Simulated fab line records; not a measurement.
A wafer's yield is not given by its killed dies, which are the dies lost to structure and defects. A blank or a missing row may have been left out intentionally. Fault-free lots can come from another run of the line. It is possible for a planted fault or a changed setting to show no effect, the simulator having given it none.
Chamber matching    flow n5-finfet    3 sister chambers for N5_BEOL_M1_CVD_47 on cvd-co-02
The step deposits Co from CCTBA/H2, target thk 3 nm, time 223.8 s. 6 wafers are shown with their chamber, then 7 later ones without.

== WAFERS WITH THEIR CHAMBER ==
wafer   chamber  run-length-s (s)
L112.5  0        246.1
L115.4  0        246.6
L121.4  2        247.4
L121.5  1        246.6
L125.1  1        246.6
L125.3  2        247.9

== WAFERS WITH NO CHAMBER GIVEN ==
wafer   run-length-s (s)
L125.5  247.0
L128.1  246.4
L128.2  246.4
L128.3  247.0
L129.4  246.5
L129.5  246.6
L129.6  246.9

== CHAMBER TAKEN BY EACH ==
wafer   from the rows above           in truth
L125.5  can't be placed: 1 or 0 or 2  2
L128.1  can't be placed: 0 or 1       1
L128.2  can't be placed: 0 or 1       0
L128.3  can't be placed: 1 or 0 or 2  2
L129.4  can't be placed: 1 or 0       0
L129.5  can't be placed: 1 or 0       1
L129.6  can't be placed: 1 or 0 or 2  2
Placed correctly: 0 of 7. Can't be placed from these rows: 7 (the true chamber is among the candidates in 7). Number placed wrongly: 0.
How it was worked out, from the rows above alone: a wafer's distance from a chamber is the root of the sum, over the readings, of the square of ((its reading less the chamber's mean) divided by the reading's scatter). If the next closest chamber is less than 2 further off than the closest, the wafer can't be placed; otherwise it belongs to the closest. Each chamber's mean is taken over the wafers shown for it. The scatter is the square root of a quotient: the sum, over the shown wafers, of each reading's squared deviation from its chamber's mean, divided by wafers minus chambers.
